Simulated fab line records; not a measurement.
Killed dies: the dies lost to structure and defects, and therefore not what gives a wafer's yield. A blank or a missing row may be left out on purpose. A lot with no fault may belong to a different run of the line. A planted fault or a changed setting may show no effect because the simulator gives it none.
fab line records	flow n5_finfet
record lots=5	wafers=14	last_day=18
route steps=1938 shown PMOS_HMC_CHANNEL_EPI@84 FIN_SAQP@90 STI_FIN_REVEAL@196 BEOL_M4@1111
lots untouched by any fault: they come from a run of this same line in which no faults occurred
start_h: hours from the record's opening day to when the first of the lot's shown wafers began	wait_h: hours since the lot's step before	" identical to the entry in the row above	L1.1+2: a row that stands for several wafers	- no value present, or no start provided	* or withheld: withheld	< > ~ a bound
route shown NAME@n: NAME is a module with steps in the file, n the number in the route of the first one	usual: mean/standard deviation taken from wafers without a fault	same: alike in all rows	chamber/n: place in a boat	sites: the reading at each site	_std_site: standard deviation across them	_edge_site: outer sites' mean less inner sites'	radius_mm: how far each site lies from the wafer's centre	mask NAME#n: copy n	behind: the last tool/chamber to shape the wafer	hold: why the lot went on hold/how many hours it stayed there/how the hold came to an end	device: names the non-switching transistor (n, p or np)	end of line: tests of these same wafers at the route's end	step lacking rows: just its recipe	killed: dies lost to structure and defects at the first sort, not the wafer's yield	map: the dies of a wafer, with x for killed, . for not killed, _ for no die there
set.NAME: the setting the step ran with; set.NAME@STEP: the setting that earlier step ran with	model.NAME: the simulator's own value behind a step, which no gauge read
lots seen at some steps along the route; tables by step, rows by wafer
services: from which hour (start_h, from the record's first day; less than 0 if before it) a tool's chamber was out of use, for how many hours, and why
## steps
# step N5_PMOS_HMC_CHANNEL_EPI_PRECLEAN_37
# recipe chemistry=O3/DIW	time_s=45	temp_c=22	o3_ppm=10
# step N5_PMOS_HMC_CHANNEL_EPI_PRECLEAN_24
# recipe chemistry=DHF	time_s=30	temp_c=25	dilution=withheld
# step N5_PMOS_HMC_CHANNEL_EPI_SRD_25
# recipe dry=ipa_marangoni	do_ppb=5	time_s=30	temp_c=23	rinse_liquid=diw
# step N5_PMOS_HMC_CHANNEL_EPI_EPI_26
# recipe material=Si	target_thk_a=38	temp_c=650	precursor=SiH4/H2	pressure_torr=20	time_s=22.7
# usual throttle_valve_pct=11.46/0.17
lot.wafer	tool	chamber	start_h	wait_h	throttle_valve_pct
L664.2	epi_rpcvd-03	0	32.94	0.1	11.31
L664.3	"	0	"	"	11.68
L664.5	"	0	"	"	11.67
L672.2	epi_rpcvd-01	0	73.94	0.1	11.47
L672.3	"	0	"	"	11.52
L679.2	epi_rpcvd-04	0	116.01	0.1	11.36
L679.4	"	0	"	"	11.85
L679.6	"	0	"	"	11.29
L680.1	epi_rpcvd-03	0	121.76	0.0	11.45
L680.2	"	0	"	"	11.27
L680.4	"	0	"	"	11.45
L684.2	epi_rpcvd-04	0	145.80	0.1	11.33
L684.3	"	0	"	"	11.35
L684.6	"	0	"	"	11.50
# step N5_PMOS_HMC_CHANNEL_EPI_INSPECT_30
# recipe inspect_instrument=darkfield	mode=post_epi
# usual raw_defect_count=20/6.7
lot.wafer	tool	chamber	start_h	wait_h	raw_defect_count
L664.2	defect_inspect-01	-	33.46	0.0	27
L664.3	"	-	"	"	10
L664.5	"	-	"	"	19
L672.2	defect_inspect-01	-	74.34	0.0	15
L672.3	"	-	"	"	19
L679.2	defect_inspect-01	-	116.33	0.0	27
L679.4	"	-	"	"	23
L679.6	"	-	"	"	20
L680.1	defect_inspect-01	-	122.13	0.0	17
L680.2	"	-	"	"	27
L680.4	"	-	"	"	30
L684.2	defect_inspect-02	-	146.12	0.0	29
L684.3	"	-	"	"	18
L684.6	"	-	"	"	28
# step N5_FIN_SAQP_PRECLEAN_42
# recipe chemistry=O3/DIW	time_s=60	temp_c=22	o3_ppm=10
# step N5_FIN_SAQP_PRECLEAN_00
# recipe chemistry=SC1	time_s=60	temp_c=55	mix=1:2:50
# step N5_FIN_SAQP_PRECLEAN_44
# recipe chemistry=SC2	time_s=45	temp_c=35	mix=1:1:50
# step N5_FIN_SAQP_SRD_01
# recipe dry=ipa_marangoni	time_s=30	temp_c=23	rinse_liquid=diw
# step N5_FIN_SAQP_ALD_61
# recipe material=SiO2	target_thk_a=40	temp_c=300	ald_precursor_family=BDEAS	ald_co_reactant=O2-plasma	pulse_time_s=1	purge_time_s=2	co_reactant_purge_time_s=2	ald_cycles=43	pressure_torr=2
# usual heater_power_w=481/37	precursor_pulse_height_rel=0.999/0.021
lot.wafer	tool	chamber	start_h	wait_h	heater_power_w	precursor_pulse_height_rel
L664.2	ald_sin-04	1	33.85	0.3	431	1.037
L664.3	"	0	"	"	527	0.999
L664.5	"	3	"	"	470	1.014
L672.2	ald_sin-03	1	75.47	1.0	448	0.970
L672.3	"	0	"	"	536	1.004
L679.2	ald_sin-04	2	116.46	0.0	492	1.002
L679.4	"	0	"	"	528	1.004
L679.6	"	0	"	"	513	1.028
L680.1	ald_sin-03	2	122.47	0.2	492	0.972
L680.2	"	0	"	"	543	0.988
L680.4	"	3	"	"	521	1.009
L684.2	ald_sin-03	3	146.68	0.5	522	1.016
L684.3	"	2	"	"	495	0.975
L684.6	"	2	"	"	493	1.020
# step N5_FIN_SAQP_DENSIFY_62
# recipe temp_c=700	time_s=60	ambient=N2	idle_temp_c=600	ramp_up_c_per_s=150	ramp_down_c_per_s=60	cool_to_c=600
# step N5_FIN_SAQP_HM_DEP_03
# recipe material=SiNx	target_thk_a=380	temp_c=400	precursor=SiH4/NH3/N2	pressure_torr=1.5	rf_w=300	time_s=33.6
# usual heater_power_w=829/110	showerhead_plenum_p_Torr=5.15/0.081	throttle_valve_pct=40.5/2.2
lot.wafer	tool	chamber	start_h	wait_h	heater_power_w	showerhead_plenum_p_Torr	throttle_valve_pct	model.SiNx_of_FIN_SAQP_HM_DEP_03.thk_nm
L664.2	pecvd-04	2	34.31	0.2	833	5.11	40.8	37.65
L664.3	"	1	"	"	1020	5.19	44.6	37.65
L664.5	"	1	"	"	1027	5.20	44.8	37.88
L672.2	pecvd-02	1	76.11	0.2	752	5.29	40.3	39.37
L672.3	"	2	"	"	701	5.03	37.3	38.28
L679.2	pecvd-04	0	117.05	0.3	956	5.16	40.9	37.64
L679.4	"	1	"	"	987	5.19	44.7	39.37
L679.6	"	0	"	"	946	5.16	40.7	38.04
L680.1	pecvd-04	0	122.88	0.2	978	5.15	41.0	37.08
L680.2	"	2	"	"	826	5.11	40.7	37.48
L680.4	"	0	"	"	931	5.17	40.8	37.99
L684.2	pecvd-02	0	147.10	0.2	711	5.12	39.3	37.97
L684.3	"	2	"	"	748	5.03	37.8	37.91
L684.6	"	2	"	"	740	5.03	37.9	38.51
# step N5_FIN_SAQP_THK_MEAS_05
# usual thk_nm=38.0/0.47
lot.wafer	tool	chamber	start_h	wait_h	thk_nm
L664.2	film_metro-01	-	34.40	0.1	37.7
L664.3	"	-	"	"	37.6
L664.5	"	-	"	"	37.9
L672.2	film_metro-01	-	76.20	0.1	39.3
L672.3	"	-	"	"	38.3
L679.2	film_metro-02	-	117.14	0.1	37.7
L679.4	"	-	"	"	39.3
L679.6	"	-	"	"	38.1
L680.1	film_metro-02	-	122.97	0.1	37.1
L680.2	"	-	"	"	37.5
L680.4	"	-	"	"	38.0
L684.2	film_metro-02	-	147.19	0.1	38.0
L684.3	"	-	"	"	37.9
L684.6	"	-	"	"	38.5
# step N5_FIN_SAQP_PECVD_47
# recipe material=a-Si	target_thk_a=450	temp_c=400	precursor=SiH4/He	pressure_torr=3	rf_w=100	time_s=36.3
# step N5_FIN_SAQP_PECVD_48
# recipe material=SiNx	target_thk_a=250	temp_c=400	precursor=SiH4/NH3/N2	pressure_torr=1.5	rf_w=300	time_s=22.1
# step N5_FIN_SAQP_PECVD_06
# recipe material=a-Si	target_thk_a=600	temp_c=400	precursor=SiH4/He	pressure_torr=3	rf_w=100	time_s=48.1
# usual heater_power_w=900/120	showerhead_plenum_p_Torr=5.67/0.052	throttle_valve_pct=18.6/0.99
lot.wafer	tool	chamber	start_h	wait_h	heater_power_w	showerhead_plenum_p_Torr	throttle_valve_pct
L664.2	pecvd-02	1	34.51	0.0	854	5.78	18.3
L664.3	"	2	"	"	829	5.59	17.0
L664.5	"	0	"	"	871	5.65	18.0
L672.2	pecvd-04	1	76.36	0.0	1082	5.70	20.1
L672.3	"	0	"	"	1011	5.69	18.8
L679.2	pecvd-02	0	117.26	0.0	909	5.67	17.7
L679.4	"	2	"	"	767	5.57	17.1
L679.6	"	1	"	"	834	5.78	18.4
L680.1	pecvd-02	2	123.09	0.0	804	5.58	17.0
L680.2	"	0	"	"	792	5.66	18.0
L680.4	"	0	"	"	792	5.65	18.0
L684.2	pecvd-04	1	147.31	0.0	1066	5.71	20.4
L684.3	"	0	"	"	967	5.66	18.9
L684.6	"	1	"	"	1098	5.71	20.2
# step N5_FIN_SAQP_THK_MEAS_07
# usual thk_nm=60.2/0.8
lot.wafer	tool	chamber	start_h	wait_h	thk_nm
L664.2	film_metro-01	-	34.60	0.1	60.0
L664.3	"	-	"	"	58.8
L664.5	"	-	"	"	60.7
L672.2	film_metro-01	-	76.48	0.1	58.7
L672.3	"	-	"	"	60.2
L679.2	film_metro-02	-	117.35	0.1	60.6
L679.4	"	-	"	"	61.3
L679.6	"	-	"	"	60.3
L680.1	film_metro-02	-	123.18	0.1	58.6
L680.2	"	-	"	"	58.8
L680.4	"	-	"	"	59.5
L684.2	film_metro-02	-	147.40	0.1	59.9
L684.3	"	-	"	"	59.7
L684.6	"	-	"	"	60.7
# step N5_FIN_SAQP_HM_DEP_72
# recipe material=SiO2	target_thk_a=120	temp_c=400	precursor=SiH4/N2O	pressure_torr=0.75	rf_w=275	time_s=7.2
# step N5_FIN_SAQP_COAT_49
# recipe resist=SOC	temp_c=250	time_s=60	spin_rpm=1500	resist_thk_nm=100
# step N5_FIN_SAQP_COAT_50
# recipe resist=SiARC	temp_c=220	time_s=60	spin_rpm=1500	resist_thk_nm=35
# step N5_FIN_SAQP_COAT_10
# recipe resist=CAR-ArF	spin_rpm=1500	resist_thk_nm=90
# step N5_FIN_SAQP_EBR_12
# recipe solvent=PGMEA	ebr_width_mm=1.5
# step N5_FIN_SAQP_SOFTBAKE_11
# recipe temp_c=110	time_s=60	resist=CAR-ArF
# step N5_FIN_SAQP_EXPOSE_13
# recipe mask_id=FIN_CORE	na=1.35	source_shape=dipole	sigma_inner=0.538	sigma_outer=0.738	polarization=te	target_cd_nm=35.6	dose_mj=63.25
# step N5_FIN_SAQP_PEB_14
# recipe peb_temp_c=withheld	peb_time_s=60	resist=CAR-ArF
# step N5_FIN_SAQP_DEVELOP_15
# recipe develop_time_s=30	developer=TMAH	resist=CAR-ArF	dev_temp_c=23	rinse_liquid=diw	dry=air_spin
# step N5_FIN_SAQP_CD_MEAS_16
# recipe target_cd_nm=35.6	landing_energy_ev=500	detector=se_inlens
# usual cd_nm=35.7/0.34
# same landing_energy_ev=500
lot.wafer	tool	chamber	start_h	wait_h	cd_nm
L664.2	cd_sem-01	0	35.09	-	35.5
L664.3	"	0	"	"	36.1
L664.5	"	0	"	"	36.1
L672.2	cd_sem-03	0	76.86	-	34.9
L672.3	"	0	"	"	35.7
L679.2	cd_sem-03	0	117.71	-	35.9
L679.4	"	0	"	"	35.8
L679.6	"	0	"	"	36.0
L680.1	cd_sem-01	0	123.66	-	36.0
L680.2	"	0	"	"	35.4
L680.4	"	0	"	"	36.0
L684.2	cd_sem-02	0	147.88	-	35.4
L684.3	"	0	"	"	35.9
L684.6	"	0	"	"	34.9
# step N5_FIN_SAQP_OVL_MEAS_17
# recipe points_per_wafer=44
# usual FIN_CORE_OVL=-0.4/0.83
lot.wafer	tool	chamber	start_h	wait_h	FIN_CORE_OVL[nm]
L664.2	overlay-02	0	35.13	0.0	-0.3
L664.3	"	0	"	"	-1.0
L664.5	"	0	"	"	0.3
L672.2	overlay-02	0	76.90	0.0	-0.2
L672.3	"	0	"	"	-1.7
L679.2	overlay-02	0	117.75	0.0	-0.1
L679.4	"	0	"	"	-0.8
L679.6	"	0	"	"	-0.7
L680.1	overlay-02	0	123.70	0.0	-0.1
L680.2	"	0	"	"	0.6
L680.4	"	0	"	"	-0.2
L684.2	overlay-02	0	147.92	0.0	-2.6
L684.3	"	0	"	"	-1.3
L684.6	"	0	"	"	-1.8
# step N5_FIN_SAQP_INSPECT_18
# recipe mode=adi	inspect_instrument=brightfield
# usual raw_defect_count=409/110
lot.wafer	tool	chamber	start_h	wait_h	raw_defect_count
L664.2	defect_inspect-02	-	35.15	0.0	480
L664.3	"	-	"	"	583
L664.5	"	-	"	"	330
L672.2	defect_inspect-01	-	76.92	0.0	374
L672.3	"	-	"	"	334
L679.2	defect_inspect-02	-	117.77	0.0	544
L679.4	"	-	"	"	604
L679.6	"	-	"	"	426
L680.1	defect_inspect-02	-	123.73	0.0	287
L680.2	"	-	"	"	236
L680.4	"	-	"	"	351
L684.2	defect_inspect-01	-	147.94	0.0	358
L684.3	"	-	"	"	344
L684.6	"	-	"	"	283
# step N5_FIN_SAQP_DESCUM_21
# recipe chemistry=O2	time_s=7.9	source_power_w=50	bias_power_w=20	pressure_mtorr=20	rf_frequency_hz=2.712e+07	temp_c=40	resist=CAR-ArF	o2_flow_sccm=225
# step N5_FIN_SAQP_ETCH_51
# recipe chemistry=CF4	target=SiARC	target_depth_a=455	mask_material=CAR-ArF	time_s=75.8	ion_energy_ev=80	pressure_mtorr=40	source_w=545	bias_w=36	Ar_flow_sccm=100	cf4_flow_sccm=100	ends=cleared
# step N5_FIN_SAQP_ETCH_52
# recipe chemistry=N2/H2	target=SOC	target_depth_a=1000	overetch_a=200	mask_material=SiARC	temp_c=40	time_s=150	ion_energy_ev=200	pressure_mtorr=30	source_w=840	bias_w=150	n2_flow_sccm=200	h2_flow_sccm=200	ends=end_point
# step N5_FIN_SAQP_STRIP_53
# recipe chemistry=N2/H2	temp_c=40	n2_flow_sccm=200	h2_flow_sccm=200	rf_frequency_hz=6e+07
# step N5_FIN_SAQP_HM_OPEN_73
# recipe chemistry=CHF3/O2	target=SiO2	stop_on=a-Si	target_depth_a=120	over_etch_frac=1.8	mask_material=SOC	time_s=16.8	pressure_mtorr=30	source_w=650	bias_w=170	Ar_flow_sccm=200	CHF3_flow_sccm=50	O2_flow_sccm=5	ion_energy_ev=200	ends=end_point
# usual CHF3_flow_sccm=49.97/0.14	drypump_motor_current_A=5.6/0.56	oes_product_au=0.46/0.041	rf_vpp_V=526/6.7	showerhead_plenum_p_Torr=2.39/0.067	throttle_valve_pct=18.87/0.23
lot.wafer	tool	chamber	start_h	wait_h	CHF3_flow_sccm	drypump_motor_current_A	oes_product_au	rf_hours_counter_h	rf_vpp_V	showerhead_plenum_p_Torr	throttle_valve_pct
L664.2	rie_diel-06	0	35.54	0.0	49.89	5.6	0.48	116	523	2.45	18.89
L664.3	"	3	"	"	50.00	5.5	0.44	166	531	2.32	19.00
L664.5	"	2	"	"	49.83	6.6	0.42	-	520	2.30	18.80
L672.2	rie_diel-01	0	77.21	0.0	50.02	4.9	0.50	69	531	2.34	18.79
L672.3	"	3	"	"	50.01	5.2	0.42	209	536	2.38	18.85
L679.2	rie_diel-05	1	118.04	0.0	49.79	5.8	0.43	225	525	2.39	18.99
L679.4	"	3	"	"	50.06	6.1	0.43	185	530	2.50	19.19
L679.6	"	1	"	"	49.99	5.7	0.44	-	527	2.39	19.00
L680.1	rie_diel-06	3	123.96	0.0	50.05	5.4	0.42	196	533	2.31	19.04
L680.2	"	1	"	"	49.93	4.9	0.47	131	516	2.34	19.20
L680.4	"	2	"	"	49.76	6.6	0.41	225	520	2.29	18.82
L684.2	rie_diel-01	1	148.60	0.0	49.82	5.1	0.44	151	525	2.40	18.71
L684.3	"	2	"	"	49.86	6.4	0.50	55	519	2.46	18.45
L684.6	"	3	"	"	49.83	5.2	0.42	-	536	2.37	18.91
# step N5_FIN_SAQP_STRIP_74
# recipe chemistry=CHF3/O2	resist=SiARC	rf_frequency_hz=6e+07
# step N5_FIN_SAQP_MANDREL_ETCH_22
# recipe target_depth_a=600	chemistry=HBr/Cl2	target=a-Si	stop_on=SiNx	bt_time_s=10	over_etch_frac=0.5	time_s=30	pressure_mtorr=10	icp_w=800	bias_w=75	HBr_flow_sccm=150	Cl2_flow_sccm=80	ends=end_point
# usual drypump_motor_current_A=5.7/0.5	oes_product_au=0.773/0.016	throttle_valve_pct=35.3/0.3
lot.wafer	tool	chamber	start_h	wait_h	drypump_motor_current_A	oes_product_au	rf_hours_counter_h	throttle_valve_pct
L664.2	rie_si-03	2	35.62	0.0	5.9	0.774	2	35.3
L664.3	"	0	"	"	5.7	0.749	8	35.1
L664.5	"	1	"	"	6.1	0.762	-	35.9
L672.2	rie_si-01	0	77.29	0.0	6.3	0.755	34	35.3
L672.3	"	2	"	"	5.3	0.784	37	35.7
L679.2	rie_si-01	2	118.12	0.0	5.3	0.784	38	35.6
L679.4	"	1	"	"	5.8	0.804	150	35.2
L679.6	"	2	"	"	5.3	0.780	-	35.7
L680.1	rie_si-01	3	124.04	0.0	4.8	0.733	91	35.4
L680.2	"	1	"	"	5.8	0.783	150	35.3
L680.4	"	2	"	"	5.3	0.770	38	35.7
L684.2	rie_si-04	1	148.68	0.0	5.2	0.772	10	34.9
L684.3	"	2	"	"	5.2	0.759	112	35.0
L684.6	"	3	"	"	5.3	0.777	-	34.7
# step N5_FIN_SAQP_STRIP_55
# recipe chemistry=N2/H2	power_w=500	temp_c=40	pressure_mtorr=50	rf_frequency_hz=6e+07	overash_fraction=0.3	bias_power_w=28	h2_frac=0.5	n2_flow_sccm=300	h2_flow_sccm=300
# step N5_FIN_SAQP_STRIP_23
# recipe chemistry=SPM	time_s=750	temp_c=130	h2so4_h2o2_vol_ratio=4
# step N5_FIN_SAQP_SRD_66
# recipe dry=ipa_marangoni	time_s=30	temp_c=23	rinse_liquid=diw
# step N5_FIN_SAQP_RECESS_75
# recipe chemistry=HF/NH3	target=SiO2	target_depth_a=144	afs_cycles=3	temp_c=30	sublimation_temp_c=180	sublimation_time_s=60
# step N5_FIN_SAQP_SPACER1_ALD_24
# recipe material=SiO2	target_thk_a=203	temp_c=300	ald_precursor_family=BDEAS	ald_co_reactant=O2-plasma	pulse_time_s=1	purge_time_s=2	co_reactant_purge_time_s=2	ald_cycles=218	pressure_torr=2
# step N5_FIN_SAQP_HM_OPEN_33
# recipe chemistry=CH3F/O2	target=SiNx	mask_material=SiO2	target_depth_a=494	time_s=70.6	pressure_mtorr=30	source_w=395	bias_w=73	Ar_flow_sccm=150	CH3F_flow_sccm=30	O2_flow_sccm=20	ion_energy_ev=120	ends=cleared
# usual drypump_motor_current_A=5.6/0.6	etch_rf_on_time_s=69.0/1.4	oes_product_au=0.66/0.063	rf_vpp_V=298/3.8	showerhead_plenum_p_Torr=1.98/0.052	throttle_valve_pct=16.33/0.23
lot.wafer	tool	chamber	start_h	wait_h	drypump_motor_current_A	etch_rf_on_time_s	oes_product_au	rf_hours_counter_h	rf_vpp_V	showerhead_plenum_p_Torr	throttle_valve_pct	model.etch.depth_nm
L664.2	rie_diel-01	0	39.13	0.0	4.9	68.6	0.73	58	302	1.95	16.29	37.02
L664.3	"	1	"	"	5.1	69.2	0.66	112	298	2.00	16.16	37
L664.5	"	0	"	"	4.9	68.4	0.73	-	301	1.95	16.29	37.22
L672.2	rie_diel-06	2	81.11	0.0	6.6	71.0	0.60	210	295	1.90	16.31	38.75
L672.3	"	0	"	"	5.6	67.4	0.69	132	298	2.03	16.40	37.49
L679.2	rie_diel-06	2	122.20	0.0	6.6	68.0	0.59	224	295	1.90	16.35	36.93
L679.4	"	0	"	"	5.6	70.1	0.67	143	298	2.03	16.43	38.73
L679.6	"	3	"	"	5.5	69.6	0.60	-	301	1.91	16.59	37.4
L680.1	rie_diel-01	2	127.62	0.2	6.4	65.7	0.75	47	294	2.05	15.95	36.45
L680.2	"	1	"	"	5.1	68.5	0.65	142	298	1.99	16.22	36.84
L680.4	"	0	"	"	4.9	69.0	0.71	87	303	1.94	16.34	37.28
L684.2	rie_diel-01	2	153.07	0.1	6.4	66.8	0.74	58	293	2.05	15.97	37.35
L684.3	"	0	"	"	4.9	69.0	0.70	98	302	1.93	16.38	37.29
L684.6	"	3	"	"	5.2	71.6	0.59	-	303	1.96	16.45	37.88
# step N5_STI_FIN_REVEAL_RECESS_09
# recipe chemistry=HF/NH3	target=SiO2	afs_cycles=11	target_depth_a=425	temp_c=30	sublimation_temp_c=180	sublimation_time_s=60
# usual drypump_motor_current_A=6.23/0.23
# same afs_cycles=11
lot.wafer	tool	chamber	start_h	wait_h	drypump_motor_current_A	model.SiNx_of_FIN_SAQP_HM_DEP_03.thk_nm
L664.2	vapor_etch-01	1	47.63	0.0	6.52	17.4
L664.3	"	0	"	"	6.24	18
L664.5	"	1	"	"	6.53	18.4
L672.2	vapor_etch-02	1	89.20	0.0	6.30	20
L672.3	"	0	"	"	5.91	18.4
L679.2	vapor_etch-02	1	130.21	0.0	6.30	18.2
L679.4	"	1	"	"	6.29	20
L679.6	"	0	"	"	5.89	18.2
L680.1	vapor_etch-02	1	135.84	0.0	6.31	17.2
L680.2	"	0	"	"	5.90	17.8
L680.4	"	0	"	"	5.90	18
L684.2	vapor_etch-01	1	161.54	0.0	6.53	18
L684.3	"	0	"	"	6.25	18.2
L684.6	"	0	"	"	6.25	18.8
# step N5_BEOL_M4_RC_MEAS_101
# usual DIBL_N=36.0/1.8	DIBL_P=36.3/2.4	IOFF_N=0.16/0.035	IOFF_P=0.21/0.036	ION_N=673/13	ION_P=461/7.2	SS_N=71.4/0.6	SS_P=73.2/0.7	VT_N=250/4	VT_P=-250.9/2.9
lot.wafer	tool	chamber	start_h	wait_h	DIBL_N[mV/V]	DIBL_P[mV/V]	IOFF_N[nA/um]	IOFF_P[nA/um]	ION_N[uA/um]	ION_P[uA/um]	SS_N[mV/dec]	SS_P[mV/dec]	VT_N[mV]	VT_P[mV]
L664.2	prober-02	0	188.40	0.2	37.2	38.8	0.18	0.25	677	467	72.2	74.2	247	-248.4
L664.3	"	0	"	"	35.8	37.0	0.16	0.22	670	460	72.6	72.5	250	-253.0
L664.5	"	0	"	"	36.7	38.0	0.18	0.24	682	467	72.6	73.1	246	-248.6
L672.2	prober-01	0	242.55	0.2	36.8	37.9	0.18	0.23	696	471	71.0	73.2	244	-249.7
L672.3	"	0	"	"	39.7	40.7	0.24	0.26	690	463	73.6	74.4	244	-248.0
L679.2	prober-01	0	276.11	0.2	37.0	36.1	0.16	0.20	670	454	71.7	73.3	252	-253.1
L679.4	"	0	"	"	33.8	33.0	0.12	0.16	660	458	70.5	72.4	256	-254.9
L679.6	"	0	"	"	32.8	30.6	0.10	0.13	646	442	69.7	71.9	260	-255.0
L680.1	prober-02	0	279.89	0.0	35.5	36.0	0.16	0.19	672	459	71.2	73.3	248	-251.7
L680.2	"	0	"	"	35.9	37.5	0.17	0.21	694	465	71.0	73.5	248	-251.6
L680.4	"	0	"	"	33.8	34.0	0.14	0.18	668	457	70.6	73.0	250	-253.1
L684.2	prober-01	0	316.53	0.2	37.0	35.1	0.16	0.21	658	455	71.8	73.0	250	-250.3
L684.3	"	0	"	"	33.7	31.9	0.10	0.16	652	455	70.8	72.6	256	-254.5
L684.6	"	0	"	"	34.6	33.9	0.11	0.18	654	457	71.3	73.2	254	-254.1
## services
tool	chamber	start_h	hours	kind
pecvd-04	0	18.33	5.5	scheduled_down
epi_rpcvd-04	-	23.03	18.9	pm
rie_diel-01	-	31.03	4.3	pm
rie_diel-05	0	35.02	-	clean
rie_diel-05	0	35.02	-	consumable_replace:focus_ring
rie_diel-05	0	35.02	12.9	scheduled_down
rie_diel-05	0	35.02	12.9	vent_cycle
ald_sin-03	0	37.44	13.2	repair
vapor_etch-02	-	50.42	2.8	pm
rie_diel-05	1	57.17	13.0	repair
epi_rpcvd-04	-	69.74	0.2	repair
pecvd-04	2	74.57	2.1	scheduled_down
rie_si-04	0	78.27	18.3	repair
pecvd-04	-	80.64	1.6	repair
rie_diel-06	0	82.08	7.0	repair
ald_sin-03	3	88.61	-	calibration
rie_si-01	0	90.11	5.1	repair
rie_diel-01	-	90.23	0.2	repair
epi_rpcvd-03	-	123.86	6.0	pm
rie_si-01	3	125.67	4.9	repair
rie_diel-05	-	147.49	16.3	repair
epi_rpcvd-04	-	158.95	0.5	pm
## key
first_sign none at tools or gauges
model_effect step=N5_FIN_SAQP_HM_DEP_03	value=SiNx_of_FIN_SAQP_HM_DEP_03.thk_nm	without=37.89	struck=39.37
model_effect step=N5_FIN_SAQP_HM_OPEN_33	value=etch.depth_nm	without=37.27	struck=38.75
model_effect step=N5_STI_FIN_REVEAL_RECESS_09	value=SiNx_of_FIN_SAQP_HM_DEP_03.thk_nm	without=18.6	struck=20
met_at N5_FIN_SAQP_HM_DEP_03
struck_wafers L672.2
fault kind=process_parameter_drift	tool=pecvd-02	chamber=-	onset_h=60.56	steps=N5_FIN_SAQP_HM_DEP_03	channel=time_s	offset=*	shape=step	end_h=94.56	scope=struck_wafers_only	acts_in=*	stated=*
